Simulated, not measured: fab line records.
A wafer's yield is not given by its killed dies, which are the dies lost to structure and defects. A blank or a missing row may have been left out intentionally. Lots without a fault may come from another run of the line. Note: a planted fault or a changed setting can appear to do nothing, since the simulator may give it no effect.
fab line records	flow nandHarc
[record] lots = 5	wafers = 15	lastDay = 25
route steps=1159 shown P_ZERO_WELL@66 P_STI@69
lots that met no fault: from a run of the same line without faults
startH: the number of hours between the record's first day and the start of the first shown wafer of the lot	waitH: how many hours have passed since the lot's step before this one	" the same as in the row above	L1.1+2: several wafers, shown together as one row	- no value present, or no start provided	* or withheld: withheld	< > ~ a bound
route shown NAME@n: NAME is a module with steps in the file, n the number in the route of the first one	usual: the fault-free wafers' mean and standard deviation	same: alike in all rows	chamber/n: place in a boat	sites: the reading at each site	_std_site: the values' standard deviation	_edge_site: the outer-site mean with the inner-site mean subtracted	radiusMm: for every site, how far away it sits from the centre of the wafer	mask NAME#n: copy n	behind: tool/chamber where the wafer was last shaped	hold: why the lot went on hold/how many hours it stayed there/how the hold came to an end	device: the transistor (n, p or np) that didn't switch	end of line: at the end of the route, the tests of the same wafers	where a step has no rows: the recipe by itself	killed: dies that structure and defects cost at the first sort, which is not the same as the wafer's yield	map: a wafer's dies, marking killed ones x, the rest . and places with no die _
set.NAME: the setting as run; set.NAME@STEP: as run at that earlier step	model.NAME: the simulator's own value behind a step, which no gauge read
lots at selected steps of the route; one table per step, one row per wafer
services: when a tool's chamber went out of use (startH, in hours from the record's first day, below 0 if earlier), for how many hours, and the reason
[[steps]]
[step NHARC_P_ZERO_WELL_SRD_69]
lot.wafer	tool	chamber	startH	waitH
L078.2+1+6	wetBench-02	0,2,3	-	-
L086.4+2+3	wetBench-04	0,1,5	-	-
L091.5+6+2	wetBench-06	1,3,4	-	-
L092.1+3+6	wetBench-04	3,4,6	-	-
L096.2+4+1	wetBench-04	4,7,1	-	-
[step NHARC_P_ZERO_WELL_RTA_42]
[recipe] tempC = 1100	timeS = 300
[usual] lampPowerPct = 37.6/2.9	wafer_temp_C_max = 1106.8/2.5
lot.wafer	tool	chamber	startH	waitH	lampPowerPct	wafer_temp_C_max
L078.1	rtpAnneal-01	0	43.04	-	34.7	1110.7
L078.2	"	0	"	"	34.6	1108.7
L078.6	"	0	"	"	34.7	1107.3
L086.2	rtpAnneal-01	0	91.46	-	34.8	1110.7
L086.3	"	0	"	"	34.8	1106.8
L086.4	"	0	"	"	34.8	1108.7
L091.2	rtpAnneal-02	0	121.42	-	40.4	1104.5
L091.5	"	0	"	"	40.5	1105.7
L091.6	"	0	"	"	40.5	1105.5
L092.1	rtpAnneal-02	0	126.66	-	40.5	1106.5
L092.3	"	0	"	"	40.6	1106.3
L092.6	"	0	"	"	40.5	1104.2
L096.1	rtpAnneal-02	0	150.85	-	40.6	1103.3
L096.2	"	0	"	"	40.5	1104.8
L096.4	"	0	"	"	40.6	1104.3
[step NHARC_P_ZERO_WELL_INSPECT_43]
[usual] rawDefectCount = 15/6.8
lot.wafer	tool	chamber	startH	waitH	rawDefectCount
L078.1	defectInspect-02	-	43.73	0.6	19
L078.2	"	-	"	"	12
L078.6	"	-	"	"	11
L086.2	defectInspect-01	-	92.04	0.5	16
L086.3	"	-	"	"	13
L086.4	"	-	"	"	27
L091.2	defectInspect-02	-	121.99	0.5	18
L091.5	"	-	"	"	6
L091.6	"	-	"	"	10
L092.1	defectInspect-01	-	127.34	0.6	13
L092.3	"	-	"	"	12
L092.6	"	-	"	"	11
L096.1	defectInspect-02	-	152.17	1.1	13
L096.2	"	-	"	"	18
L096.4	"	-	"	"	17
[step NHARC_P_STI_ETCH_26]
[recipe] targetDepthA = 110	chemistry = dHF	material = SiO2
lot.wafer	tool	chamber	startH	waitH
L078.1+6+2	wetBench-07	1,2,3	43.80	0.1
L086.2+3+4	wetBench-03	7,0,2	92.11	0.1
L091.2+5+6	wetBench-07	2,5,6	122.05	0.1
L092.6+3+1	wetBench-07	4,7,0	127.40	0.1
L096.4+2+1	wetBench-07	4,5,0	152.24	0.1
[step NHARC_P_STI_PRECLEAN_27]
[recipe] timeS = *	tempC = 50	bathAgeMin = 0	chemistry = SC1
lot.wafer	tool	chamber	startH	waitH
L078.1+6+2	wetBench-07	1,2,3	43.85	0.0
L086.2+3+4	wetBench-03	7,0,2	92.16	0.0
L091.2+5+6	wetBench-07	2,5,6	122.12	0.1
L092.6+3+1	wetBench-07	4,7,0	127.47	0.1
L096.4+2+1	wetBench-07	4,5,0	152.29	0.0
[step NHARC_P_STI_SRD_28]
lot.wafer	tool	chamber	startH	waitH
L078.1+6+2	wetBench-07	1,2,3	-	-
L086.2+3+4	wetBench-03	7,0,2	-	-
L091.2+5+6	wetBench-07	2,5,6	-	-
L092.6+3+1	wetBench-07	4,7,0	-	-
L096.4+2+1	wetBench-07	4,5,0	-	-
[step NHARC_P_STI_OXIDE_29]
[recipe] targetThkA = 100	tempC = 900	oxTimeS = 1362	material = SiO2
[usual] oxTempC = 899.9/0.36	spikeTcBottomC = 918.7/2.9	zonePowerCentrePct = 19.7/1.4	zonePowerTopPct = 36/3.4
lot.wafer	tool	chamber	startH	waitH	oxTempC	spikeTcBottomC	zonePowerCentrePct	zonePowerTopPct
L078.1	furnace-07	0	50.59	-	899.7	921.0	21.4	37
L078.2	"	0	"	"	899.5	919.5	21.1	36
L078.6	"	0	"	"	899.4	922.6	21.1	37
L086.2	furnace-01	0	96.60	-	900.0	920.9	17.5	39
L086.3	"	0	"	"	900.1	920.3	17.7	40
L086.4	"	0	"	"	900.6	921.8	17.4	41
L091.2	furnace-03	0	125.99	-	899.4	914.7	19.4	31
L091.5	"	0	"	"	899.7	911.5	19.8	32
L091.6	"	0	"	"	900.1	915.3	19.7	31
L092.1	furnace-03	0	132.59	-	899.8	913.6	19.9	31
L092.3	"	0	"	"	900.1	914.4	19.7	31
L092.6	"	0	"	"	900.6	915.4	19.9	31
L096.1	furnace-07	0	158.81	-	899.8	920.1	21.0	37
L096.2	"	0	"	"	900.1	918.5	21.2	37
L096.4	"	0	"	"	900.6	921.1	21.5	37
[step NHARC_P_STI_HM_DEP_30]
[recipe] targetThkA = 800	tempC = 790	pressureMtorr = 300	timeS = 873	material = Si3N4
[usual] spikeTcBottomC = 807/3.2	zonePowerCentrePct = 14.4/1.2	zonePowerTopPct = 25.6/1.4
lot.wafer	tool	chamber	startH	waitH	spikeTcBottomC	zonePowerCentrePct	zonePowerTopPct
L078.1	lpcvd-02	1	57.91	3.6	804	15.3	24.7
L078.2	"	1	"	"	804	15.1	24.4
L078.6	"	1	"	"	804	15.6	24.9
L086.2	lpcvd-02	1	103.87	3.6	805	15.2	24.3
L086.3	"	1	"	"	805	15.2	24.4
L086.4	"	1	"	"	805	15.2	24.6
L091.2	lpcvd-02	0	133.28	3.6	812	12.2	26.7
L091.5	"	0	"	"	811	12.4	26.4
L091.6	"	0	"	"	811	12.3	26.9
L092.1	lpcvd-02	0	139.86	3.6	812	12.5	27.1
L092.3	"	0	"	"	812	12.3	26.7
L092.6	"	0	"	"	810	12.1	26.8
L096.1	lpcvd-01	1	166.11	3.6	811	14.1	27.7
L096.2	"	1	"	"	809	14.1	27.7
L096.4	"	1	"	"	810	14.1	28.2
[step NHARC_P_STI_DEHYDRATE_01]
[recipe] tempC = 150	timeS = 120
lot.wafer	tool	chamber	startH	waitH
L078.1+2+6	lithoTrack-03	0	61.55	0.4
L086.2+3+4	lithoTrack-07	0	107.51	0.4
L091.2+5+6	lithoTrack-07	0	136.94	0.4
L092.1+3+6	lithoTrack-07	0	143.48	0.4
L096.1+2+4	lithoTrack-07	0	169.77	0.4
[step NHARC_P_STI_HMDS_02]
[recipe] timeS = 30
lot.wafer	tool	chamber	startH	waitH
L078.1+2+6	lithoTrack-03	0	-	-
L086.2+3+4	lithoTrack-07	0	-	-
L091.2+5+6	lithoTrack-07	0	-	-
L092.1+3+6	lithoTrack-07	0	-	-
L096.1+2+4	lithoTrack-07	0	-	-
[step NHARC_P_STI_COAT_41]
[recipe] tempC = 200	timeS = 65
lot.wafer	tool	chamber	startH	waitH
L078.1+2+6	lithoTrack-03	0	-	-
L086.2+3+4	lithoTrack-07	0	-	-
L091.2+5+6	lithoTrack-07	0	-	-
L092.1+3+6	lithoTrack-07	0	-	-
L096.1+2+4	lithoTrack-07	0	-	-
[step NHARC_P_STI_COAT_03]
[recipe] spinRpm = 2000	resistThkNm = 600
lot.wafer	tool	chamber	startH	waitH
L078.1+2+6	lithoTrack-03	0	-	-
L086.2+3+4	lithoTrack-07	0	-	-
L091.2+5+6	lithoTrack-07	0	-	-
L092.1+3+6	lithoTrack-07	0	-	-
L096.1+2+4	lithoTrack-07	0	-	-
[step NHARC_P_STI_SOFTBAKE_04]
[recipe] tempC = 125	timeS = 70
lot.wafer	tool	chamber	startH	waitH
L078.1+2+6	lithoTrack-03	0	-	-
L086.2+3+4	lithoTrack-07	0	-	-
L091.2+5+6	lithoTrack-07	0	-	-
L092.1+3+6	lithoTrack-07	0	-	-
L096.1+2+4	lithoTrack-07	0	-	-
[step NHARC_P_STI_EBR_05]
lot.wafer	tool	chamber	startH	waitH
L078.1+2+6	lithoTrack-03	0	-	-
L086.2+3+4	lithoTrack-07	0	-	-
L091.2+5+6	lithoTrack-07	0	-	-
L092.1+3+6	lithoTrack-07	0	-	-
L096.1+2+4	lithoTrack-07	0	-	-
[step NHARC_P_STI_EXPOSE_06]
[recipe] na = 0.55	targetCdNm = 200	doseMj = 37.69	maskId = P_STI
lot.wafer	tool	chamber	startH	waitH	mask
L078.1+2+6	krfScanner-02	0	61.88	-	P_STI#0
L086.2+3+4	krfScanner-02	0	107.80	-	P_STI#0
L091.2+5+6	krfScanner-02	0	137.23	-	P_STI#0
L092.1+3+6	krfScanner-03	0	143.78	-	P_STI#0
L096.1+2+4	krfScanner-01	0	170.08	-	P_STI#0
[step NHARC_P_STI_PEB_07]
[recipe] pebTempC = 128	pebTimeS = 80
lot.wafer	tool	chamber	startH	waitH
L078.1+2+6	lithoTrack-07	0	61.94	0.1
L086.2+3+4	lithoTrack-07	0	107.86	0.1
L091.2+5+6	lithoTrack-03	0	137.29	0.1
L092.1+3+6	lithoTrack-03	0	143.84	0.1
L096.1+2+4	lithoTrack-03	0	170.15	0.1
[step NHARC_P_STI_DEVELOP_08]
[recipe] timeS = 50	devTempC = 22
lot.wafer	tool	chamber	startH	waitH
L078.1+2+6	lithoTrack-07	0	-	-
L086.2+3+4	lithoTrack-07	0	-	-
L091.2+5+6	lithoTrack-03	0	-	-
L092.1+3+6	lithoTrack-03	0	-	-
L096.1+2+4	lithoTrack-03	0	-	-
[step NHARC_P_STI_CD_MEAS_09]
[recipe] targetCdNm = 200	landingEnergyEv = 500
[usual] cdNm = 200.4/2
[same] landingEnergyEv = 500
lot.wafer	tool	chamber	startH	waitH	cdNm
L078.1	cdSem-01	0	62.03	-	199.9
L078.2	"	0	"	"	199.3
L078.6	"	0	"	"	199.0
L086.2	cdSem-03	0	107.95	-	199.0
L086.3	"	0	"	"	200.3
L086.4	"	0	"	"	200.2
L091.2	cdSem-01	0	137.38	-	199.5
L091.5	"	0	"	"	198.7
L091.6	"	0	"	"	202.2
L092.1	cdSem-01	0	143.93	-	201.2
L092.3	"	0	"	"	199.9
L092.6	"	0	"	"	202.5
L096.1	cdSem-02	0	170.23	-	198.8
L096.2	"	0	"	"	200.1
L096.4	"	0	"	"	199.6
[step NHARC_P_STI_OVL_MEAS_10]
[usual] overlayXNm = 2/6.5	overlayYNm = 2/6.6
lot.wafer	tool	chamber	startH	waitH	overlayXNm	overlayYNm
L078.1	overlay-01	-	62.12	-	-2	-5
L078.2	"	-	"	"	-2	-5
L078.6	"	-	"	"	-3	-5
L086.2	overlay-01	-	108.04	-	-3	-3
L086.3	"	-	"	"	-3	-3
L086.4	"	-	"	"	-2	-2
L091.2	overlay-01	-	137.47	-	-2	8
L091.5	"	-	"	"	-2	8
L091.6	"	-	"	"	-2	9
L092.1	overlay-02	-	144.02	-	2	2
L092.3	"	-	"	"	1	1
L092.6	"	-	"	"	2	1
L096.1	overlay-01	-	170.32	-	3	13
L096.2	"	-	"	"	4	13
L096.4	"	-	"	"	3	13
[step NHARC_P_STI_INSPECT_11]
[usual] rawDefectCount = 5.1/2.4
lot.wafer	tool	chamber	startH	waitH	rawDefectCount
L078.1	defectInspect-02	-	62.17	0.1	7
L078.2	"	-	"	"	3
L078.6	"	-	"	"	6
L086.2	defectInspect-01	-	108.08	0.0	7
L086.3	"	-	"	"	10
L086.4	"	-	"	"	7
L091.2	defectInspect-01	-	137.50	0.0	4
L091.5	"	-	"	"	7
L091.6	"	-	"	"	12
L092.1	defectInspect-01	-	144.05	0.0	3
L092.3	"	-	"	"	6
L092.6	"	-	"	"	8
L096.1	defectInspect-02	-	170.36	0.0	4
L096.2	"	-	"	"	5
L096.4	"	-	"	"	7
[step NHARC_P_STI_HARDBAKE_13]
[recipe] tempC = 118	timeS = 65
lot.wafer	tool	chamber	startH	waitH
L078.1+2+6	lithoTrack-07	0	62.23	0.1
L086.2+3+4	lithoTrack-03	0	108.13	0.1
L091.2+5+6	lithoTrack-03	0	137.56	0.1
L092.1+3+6	lithoTrack-07	0	144.12	0.1
L096.1+2+4	lithoTrack-03	0	170.42	0.1
[step NHARC_P_STI_DESCUM_14]
[recipe] timeS = 3	o2FlowSccm = 200	arFlowSccm = 0	biasPowerW = 0	chemistry = O2
[usual] drypumpMotorCurrentA = 5.8/0.49	oesProductAu = 1.001/0.011	rfVppV = 57.9/0.88	showerheadPlenumPTorr = 1.96/0.098	throttleValvePct = 11.312/0.0088
lot.wafer	tool	chamber	startH	waitH	drypumpMotorCurrentA	oesProductAu	rfHoursCounterH	rfVppV	showerheadPlenumPTorr	throttleValvePct
L078.1	rieDiel-09	3	62.32	-	6.0	1.001	3.3	57.2	1.87	11.307
L078.2	"	0	"	"	5.7	0.998	4.1	57.5	2.07	11.327
L078.6	"	1	"	"	5.2	0.995	-	57.7	2.04	11.308
L086.2	rieDiel-10	3	108.21	-	6.1	1.004	6.1	58.2	1.92	11.323
L086.3	"	1	"	"	5.9	0.985	5.5	57.0	1.80	11.311
L086.4	"	1	"	"	5.9	0.982	-	57.8	1.80	11.318
L091.2	rieDiel-10	0	137.64	-	6.3	0.995	7.8	57.9	2.02	11.313
L091.6	"	0	"	"	6.3	1.010	-	58.6	2.02	11.302
L091.5	"	3	"	"	6.0	0.996	-	57.3	1.92	11.337
L092.1	rieDiel-03	3	144.20	-	5.8	0.985	3.1	57.1	1.81	11.317
L092.3	"	1	"	"	6.0	0.997	3.2	56.6	2.01	11.297
L092.6	"	3	"	"	5.8	0.998	-	56.7	1.81	11.314
L096.4	rieDiel-09	3	170.50	-	6.0	1.004	1.8	57.2	1.87	11.328
L096.1	"	0	"	"	5.7	1.004	1.9	59.5	2.06	11.309
L096.2	"	1	"	"	5.2	1.012	2.1	56.8	2.03	11.315
[step NHARC_P_STI_ETCH_42]
[recipe] targetDepthA = 800	overetchA = 240	timeS = 61	ionEnergyEv = 200	n2FlowSccm = 150	h2FlowSccm = 150	arFlowSccm = 0	rfW = 400	biasW = 150	chemistry = N2/H2
[usual] drypumpMotorCurrentA = 5.8/0.52	h2FlowSccm = 150.0/0.46	n2FlowSccm = 149.9/0.47	oesProductAu = 0.999/0.01	rfVppV = 431.7/2.9	showerheadPlenumPTorr = 2.09/0.11	throttleValvePct = 14.171/0.0093
lot.wafer	tool	chamber	startH	waitH	drypumpMotorCurrentA	h2FlowSccm	n2FlowSccm	oesProductAu	rfHoursCounterH	rfVppV	showerheadPlenumPTorr	throttleValvePct
L078.1	rieDiel-09	0	62.40	0.1	5.7	149.8	149.6	0.995	4.1	434.3	2.21	14.163
L078.2	"	1	"	"	5.2	149.1	149.6	0.996	2.1	434.1	2.17	14.166
L078.6	"	3	"	"	6.0	150.1	149.8	0.998	-	430.2	1.99	14.184
L086.3	rieDiel-10	3	108.31	0.1	6.0	150.9	149.9	0.996	6.1	431.9	2.04	14.167
L086.2	"	2	"	"	5.3	149.3	150.5	0.987	6.7	430.4	2.08	14.188
L086.4	"	3	"	"	6.1	150.2	149.8	1.001	-	431.0	2.04	14.190
L091.2	rieDiel-10	0	137.75	0.1	6.3	149.8	149.6	1.001	7.8	433.4	2.16	14.181
L091.6	"	3	"	"	6.1	149.9	149.8	0.993	-	430.2	2.04	14.170
L091.5	"	2	"	"	5.3	149.7	149.7	0.998	-	433.2	2.08	14.151
L092.1	rieDiel-03	3	144.29	0.1	5.7	150.6	149.8	0.992	3.1	427.5	1.93	14.176
L092.3	"	0	"	"	4.7	150.3	149.9	1.010	3.4	427.4	1.93	14.190
L092.6	"	3	"	"	5.7	150.1	150.4	0.996	-	426.8	1.93	14.163
L096.4	rieDiel-09	2	170.59	0.1	6.5	149.8	148.9	0.984	2.1	434.5	2.20	14.161
L096.1	"	3	"	"	6.1	150.4	150.7	1.015	1.8	428.7	1.99	14.177
L096.2	"	0	"	"	5.7	150.5	150.3	1.002	1.9	435.0	2.21	14.185
[step NHARC_P_STI_ETCH_31]
[recipe] targetDepthA = 1089	timeS = 54.5	cf4FlowSccm = 100	chf3FlowSccm = 30	arFlowSccm = 0	rfW = 500	biasW = 200	chemistry = CF4/CHF3
[usual] drypumpMotorCurrentA = 5.8/0.5	oesProductAu = 0.961/0.014	rfVppV = 371.8/2.7	showerheadPlenumPTorr = 1.61/0.078	throttleValvePct = 16.803/0.0095
lot.wafer	tool	chamber	startH	waitH	drypumpMotorCurrentA	oesProductAu	rfHoursCounterH	rfVppV	showerheadPlenumPTorr	throttleValvePct
L078.2	rieDiel-09	3	-	-	6.0	0.919	3.3	370.4	1.54	16.812
L078.1	"	0	"	"	5.6	0.972	4.1	375.0	1.69	16.810
L078.6	"	2	"	"	6.5	0.970	-	374.5	1.69	16.800
L086.3	rieDiel-10	2	-	-	5.3	0.938	6.8	372.2	1.60	16.804
L086.2	"	3	"	"	6.1	0.949	6.1	369.9	1.58	16.797
L086.4	"	1	"	"	5.9	0.929	-	367.2	1.49	16.814
L091.2	rieDiel-10	3	-	-	6.1	0.968	8.2	371.2	1.58	16.799
L091.5	"	0	"	"	6.4	0.962	-	372.6	1.66	16.803
L091.6	"	2	"	"	5.3	0.942	-	372.2	1.60	16.805
L092.1	rieDiel-03	0	-	-	4.7	0.975	3.4	368.1	1.50	16.803
L092.3	"	3	"	"	5.8	0.965	3.2	366.5	1.50	16.809
L092.6	"	0	"	"	4.7	0.976	-	367.4	1.50	16.806
L096.2	rieDiel-09	3	-	-	6.0	0.971	1.9	369.5	1.54	16.812
L096.4	"	0	"	"	5.7	0.980	2.0	372.8	1.69	16.809
L096.1	"	1	"	"	5.2	0.988	2.2	373.3	1.67	16.795
[step NHARC_P_STI_ETCH_15]
[recipe] targetDepthA = 3000	taperDeg = 4	timeS = 100.1	hbrFlowSccm = 150	cl2FlowSccm = 50	rfW = 400	icpW = 400	biasW = 100	chemistry = HBr/Cl2
[usual] drypumpMotorCurrentA = 5.7/0.52	oesProductAu = 1.000/0.0087	throttleValvePct = 26.406/0.0092
lot.wafer	tool	chamber	startH	waitH	drypumpMotorCurrentA	oesProductAu	rfHoursCounterH	throttleValvePct
L078.2	rieSi-01	1	62.60	-	5.1	1.000	0.9	26.408
L078.1	"	2	"	"	6.2	1.008	0.8	26.395
L078.6	"	1	"	"	5.1	0.994	-	26.400
L086.3	rieSi-03	1	108.53	-	5.8	1.017	1.1	26.401
L086.2	"	2	"	"	5.7	1.016	1.0	26.407
L086.4	"	0	"	"	5.7	1.000	0.9	26.412
L091.2	rieSi-05	1	138.00	-	5.7	1.000	0.4	26.415
L091.6	"	2	"	"	5.2	0.996	-	26.399
L091.5	"	3	"	"	5.2	1.010	-	26.420
L092.1	rieSi-01	3	144.49	-	5.5	0.991	0.0	26.411
L092.3	"	1	"	"	5.1	0.981	0.0	26.399
L092.6	"	2	"	"	6.2	1.014	-	26.401
L096.4	rieSi-01	1	170.77	-	5.2	0.984	0.3	26.407
L096.1	"	3	"	"	5.5	0.987	0.3	26.412
L096.2	"	0	"	"	6.7	1.006	0.3	26.401
[step NHARC_P_STI_CD_MEAS_16]
[usual] cdNm = 199.8/2.1
lot.wafer	tool	chamber	startH	waitH	cdNm
L078.1	cdSem-01	-	62.74	-	199.6
L078.2	"	-	"	"	196.7
L078.6	"	-	"	"	198.7
L086.2	cdSem-02	-	108.69	-	198.3
L086.3	"	-	"	"	199.9
L086.4	"	-	"	"	199.0
L091.2	cdSem-03	-	138.12	-	197.9
L091.5	"	-	"	"	197.3
L091.6	"	-	"	"	201.0
L092.1	cdSem-01	-	144.65	-	201.9
L092.3	"	-	"	"	198.7
L092.6	"	-	"	"	202.3
L096.1	cdSem-01	-	170.94	-	199.0
L096.2	"	-	"	"	200.1
L096.4	"	-	"	"	198.8
[step NHARC_P_STI_OCD_MEAS_17]
[usual] trenchDepthNm = 301/3.5	trenchFootCdNm = 158.3/2
lot.wafer	tool	chamber	startH	waitH	trenchDepthNm	trenchFootCdNm
L078.1	ocd-01	-	62.83	0.1	304	158.3
L078.2	"	-	"	"	300	157.1
L078.6	"	-	"	"	298	157.7
L086.2	ocd-01	-	108.78	0.1	305	156.1
L086.3	"	-	"	"	305	157.5
L086.4	"	-	"	"	302	157.8
L091.2	ocd-01	-	138.20	0.1	302	157.1
L091.5	"	-	"	"	306	156.1
L091.6	"	-	"	"	298	160.3
L092.1	ocd-01	-	144.73	0.1	295	159.6
L092.3	"	-	"	"	291	159.2
L092.6	"	-	"	"	305	159.7
L096.1	ocd-01	-	171.02	0.1	294	157.8
L096.2	"	-	"	"	302	157.9
L096.4	"	-	"	"	294	158.9
[step NHARC_P_STI_STRIP_19]
[recipe] timeS = 900	tempC = 130	chemistry = SPM
lot.wafer	tool	chamber	startH	waitH
L078.2+1+6	wetBench-07	2,3,4	62.91	0.1
L086.4+3+2	wetBench-05	6,7,1	108.87	0.1
L091.2+5+6	wetBench-03	4,5,7	138.27	0.1
L092.6+3+1	wetBench-07	6,0,2	144.80	0.1
L096.4+1+2	wetBench-03	6,7,0	171.10	0.1
[step NHARC_P_STI_PRECLEAN_32]
[recipe] timeS = *	tempC = 50	bathAgeMin = 0	chemistry = SC1
lot.wafer	tool	chamber	startH	waitH
L078.2+1+6	wetBench-07	2,3,4	-	-
L086.4+3+2	wetBench-05	6,7,1	-	-
L091.2+5+6	wetBench-03	4,5,7	-	-
L092.6+3+1	wetBench-07	6,0,2	-	-
L096.4+1+2	wetBench-03	6,7,0	-	-
[step NHARC_P_STI_SRD_23]
lot.wafer	tool	chamber	startH	waitH
L078.2+1+6	wetBench-07	2,3,4	-	-
L086.4+3+2	wetBench-05	6,7,1	-	-
L091.2+5+6	wetBench-03	4,5,7	-	-
L092.6+3+1	wetBench-07	6,0,2	-	-
L096.4+1+2	wetBench-03	6,7,0	-	-
[step NHARC_P_STI_OCD_MEAS_43]
[usual] trenchDepthNm = 301/3.4	trenchFootCdNm = 158.3/2.1
lot.wafer	tool	chamber	startH	waitH	trenchDepthNm	trenchFootCdNm
L078.1	ocd-01	-	63.34	-	304	158.0
L078.2	"	-	"	"	300	157.4
L078.6	"	-	"	"	298	157.4
L086.2	ocd-02	-	109.38	-	306	156.1
L086.3	"	-	"	"	305	158.4
L086.4	"	-	"	"	303	157.9
L091.2	ocd-02	-	138.71	-	303	156.9
L091.5	"	-	"	"	306	156.2
L091.6	"	-	"	"	298	160.6
L092.1	ocd-02	-	145.25	-	296	159.6
L092.3	"	-	"	"	291	159.1
L092.6	"	-	"	"	305	159.9
L096.1	ocd-01	-	171.53	-	294	157.7
L096.2	"	-	"	"	302	157.7
L096.4	"	-	"	"	293	158.6
[step NHARC_P_STI_OXIDE_33]
[recipe] targetThkA = 100	tempC = 1000	oxTimeS = 281	material = SiO2
[usual] oxTempC = 999.9/0.44	spikeTcBottomC = 1018.7/2.6	zonePowerCentrePct = 25.1/1.8	zonePowerTopPct = 43/4
lot.wafer	tool	chamber	startH	waitH	oxTempC	spikeTcBottomC	zonePowerCentrePct	zonePowerTopPct
L078.1	furnace-07	0	67.64	4.3	1000.1	1018.9	26.5	44
L078.2	"	0	"	"	999.3	1021.9	27.2	44
L078.6	"	0	"	"	999.7	1020.1	26.4	44
L086.2	furnace-07	0	113.02	3.6	999.8	1021.3	26.5	44
L086.3	"	0	"	"	1000.1	1019.1	26.7	44
L086.4	"	0	"	"	1000.2	1018.3	26.7	43
L091.2	furnace-01	0	142.72	4.0	999.9	1019.6	22.4	48
L091.5	"	0	"	"	999.1	1021.3	21.9	48
L091.6	"	0	"	"	999.6	1019.0	22.2	48
L092.1	furnace-07	0	149.90	4.6	999.7	1020.3	26.4	44
L092.3	"	0	"	"	999.5	1020.7	26.8	44
L092.6	"	0	"	"	999.8	1019.9	26.9	44
L096.1	furnace-01	0	175.22	3.7	999.6	1022.4	22.1	48
L096.2	"	0	"	"	1000.2	1021.8	22.4	49
L096.4	"	0	"	"	999.5	1019.6	22.6	48
[step NHARC_P_STI_HDPCVD_20]
[recipe] targetThkA = withheld	sigmaOpenFrac = withheld	material = SiO2
lot.wafer	tool	chamber	startH	waitH
L078.2+1+6	hdpcvd-01	0,1,1	72.33	0.4
L086.2+4+3	hdpcvd-01	1,0,1	124.57	7.2
L091.2+5+6	hdpcvd-01	1,1,0	147.50	0.4
L092.1+3+6	hdpcvd-01	1,0,0	154.63	0.4
L096.2+1+4	hdpcvd-01	0,1,0	180.45	0.9
[step NHARC_P_STI_ANNEAL_34]
[recipe] tempC = 1000	timeS = 1800
[usual] spikeTcBottomC = 1019.4/2.3	zonePowerCentrePct = 25.3/1.9	zonePowerTopPct = 44/3.4
lot.wafer	tool	chamber	startH	waitH	spikeTcBottomC	zonePowerCentrePct	zonePowerTopPct
L078.1	furnace-07	0	76.52	4.0	1018.6	26.3	45
L078.2	"	0	"	"	1020.0	26.8	45
L078.6	"	0	"	"	1021.0	27.0	44
L086.2	furnace-07	0	128.84	4.2	1020.2	26.9	43
L086.3	"	0	"	"	1017.5	26.3	44
L086.4	"	0	"	"	1019.5	26.3	44
L091.2	furnace-07	0	154.25	6.7	1019.4	25.9	45
L091.5	"	0	"	"	1019.6	26.4	44
L091.6	"	0	"	"	1021.7	26.4	45
L092.1	furnace-07	0	162.51	7.8	1020.6	26.5	45
L092.3	"	0	"	"	1020.6	26.5	44
L092.6	"	0	"	"	1020.0	26.5	44
L096.1	furnace-01	0	184.22	3.6	1020.0	21.9	47
L096.2	"	0	"	"	1021.2	21.9	49
L096.4	"	0	"	"	1021.5	22.0	48
[step NHARC_P_STI_CMP_21]
[recipe] tOverpolishS = 20	targetThkNm = 380.67
[usual] motorCurrentA = 12.2/1.2	overpolishRunS = 20.000/0.0093	slurryFlowMlMin = 150.1/0.53
lot.wafer	tool	chamber	startH	waitH	motorCurrentA	overpolishRunS	slurryFlowMlMin
L078.1	cmp-04	0	81.45	0.4	13.5	20.002	151.5
L078.2	"	1	"	"	11.2	19.993	149.6
L078.6	"	1	"	"	11.7	20.000	150.1
L086.2	cmp-03	1	133.69	0.4	11.8	20.002	150.0
L086.3	"	3	"	"	13.4	19.997	150.4
L086.4	"	0	"	"	12.6	19.985	149.7
L091.2	cmp-04	0	159.23	0.4	13.2	20.025	149.7
L091.6	"	2	"	"	10.3	19.998	149.1
L091.5	"	3	"	"	11.1	20.000	150.7
L092.1	cmp-03	1	167.43	0.4	12.3	19.993	149.8
L092.3	"	3	"	"	13.5	20.009	150.7
L092.6	"	0	"	"	11.8	19.988	149.3
L096.4	cmp-01	0	189.05	0.4	14.2	20.006	149.5
L096.1	"	1	"	"	11.7	20.002	150.0
L096.2	"	3	"	"	11.3	20.009	149.9
[[services]]
tool	chamber	startH	hours	kind
wetBench-05	-	20.80	8.0	pm
rieDiel-10	1	22.60	26.9	repair
rieDiel-09	3	27.41	32.0	repair
krfScanner-02	-	38.00	4.0	pm
lithoTrack-03	-	38.00	7.0	pm
rieDiel-03	-	38.30	9.0	pm
krfScanner-02	-	66.63	0.3	repair
rieDiel-09	-	77.10	9.0	pm
rieDiel-10	0	79.31	5.5	repair
krfScanner-02	-	95.54	1.6	repair
wetBench-07	-	96.00	8.0	pm
rieDiel-10	0	97.12	12.5	repair
hdpcvd-01	-	111.00	13.0	pm
rieDiel-10	3	119.59	5.8	repair
rieDiel-03	2	120.71	3.7	repair
rieSi-01	-	127.02	9.0	pm
rieDiel-10	1	130.79	19.2	repair
rieDiel-03	2	144.53	4.2	repair
wetBench-03	-	146.40	8.0	pm
krfScanner-02	-	148.92	0.8	repair
rieDiel-03	1	159.13	3.0	repair
wetBench-04	-	163.20	8.0	pm
rieDiel-10	-	176.50	9.0	pm
lithoTrack-07	-	189.00	7.0	pm
[[key]]
fault none
